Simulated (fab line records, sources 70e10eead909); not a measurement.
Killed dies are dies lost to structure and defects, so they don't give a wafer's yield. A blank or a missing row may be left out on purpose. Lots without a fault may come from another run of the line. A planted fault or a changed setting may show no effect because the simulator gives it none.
Which tool did it? | flow nand_harc | 7 lots, 21 wafers sampled, at 4 steps of a route of 1302

WHAT THE GAUGES READ, wafer by wafer
NHARC_P_GATE_INSPECT_68.
lot  | measured     | on                | raw_defect_count
L334 | day 6 06:14  | defect_inspect-01 | 163 136 179
L342 | day 10 00:05 | defect_inspect-02 | 1509 1309 1399 1489 1304 1430
L348 | day 11 20:06 | defect_inspect-02 | 273 332 233
L349 | day 12 16:12 | defect_inspect-01 | 103 113 129
L352 | day 13 16:58 | defect_inspect-02 | 148 108 161
L354 | day 14 12:05 | defect_inspect-02 | 329 480 397
L356 | day 15 17:06 | defect_inspect-01 | 191 368 95

WHICH TOOL RAN EACH LOT (tool, then ch and the chambers of the sampled wafers, then the start)
lot  | NHARC_P_GATE_STRIP_111               | NHARC_P_GATE_STRIP_76                | NHARC_P_GATE_SPUTTER_79
L334 | plasma_asher-02 ch 0,1, day 6 00:28  | plasma_asher-02 ch 0,1, day 6 02:24  | pvd_sputter-02, day 6 05:28
L342 | plasma_asher-01 ch 0,1, day 9 18:23  | plasma_asher-02 ch 0,1, day 9 20:15  | pvd_sputter-03, day 9 23:20
L348 | plasma_asher-01 ch 0,1, day 11 13:51 | plasma_asher-02 ch 1, day 11 15:53   | pvd_sputter-02, day 11 19:20
L349 | plasma_asher-01 ch 0,1, day 12 10:28 | plasma_asher-01 ch 0,1, day 12 12:21 | pvd_sputter-02, day 12 15:25
L352 | plasma_asher-02 ch 0,1, day 13 10:58 | plasma_asher-01 ch 0,1, day 13 12:59 | pvd_sputter-01, day 13 16:12
L354 | plasma_asher-01 ch 0,1, day 14 06:13 | plasma_asher-02 ch 0,1, day 14 08:07 | pvd_sputter-02, day 14 11:19
L356 | plasma_asher-02 ch 0,1, day 15 10:46 | plasma_asher-02 ch 0,1, day 15 12:45 | pvd_sputter-02, day 15 16:20
- NHARC_P_GATE_STRIP_111: strips in N2/H2, time 250 s.
- NHARC_P_GATE_STRIP_76: strips in O2.
- NHARC_P_GATE_SPUTTER_79: material TiN, target thk 10 nm.

THE ANSWER, worked out from the rows above alone
Rule: what is usual is taken from the lots themselves. Put in order of their means at a reading, lots are off if they are a third of the lots or fewer, leave a main group of 4 or more, and stand apart from it by a gap of 3 or more times the standard deviation of the main group's means; of several such gaps the widest counts. A main group whose means are all the same, to the digits that the tables above print for the reading, isn't used. A lot without any number at a reading at which 4 lots or more have one is off too. The other lots that the step has rows for count as sound.
Off: L342, at NHARC_P_GATE_INSPECT_68 (raw_defect_count). The main group: mean 219, standard deviation 98.
A tool fits if, at a process step before that reading, it ran every lot that is off, and no sound lot after the first of them. The gauges at NHARC_P_GATE_INSPECT_68 are tried like those tools. One fits: pvd_sputter-03 at NHARC_P_GATE_SPUTTER_79. It ran no sound lot before its first lot that is off in this sample, so the start can't be narrowed down.

WHAT THE SIMULATOR HAD PUT IN
Chamber particle source: pvd_sputter-03, from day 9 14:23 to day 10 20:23, at NHARC_P_GATE_SPUTTER_79. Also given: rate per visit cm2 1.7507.
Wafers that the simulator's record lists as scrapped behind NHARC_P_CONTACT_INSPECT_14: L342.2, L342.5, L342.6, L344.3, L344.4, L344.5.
Lots struck among those shown: L342. The rule above found the same.
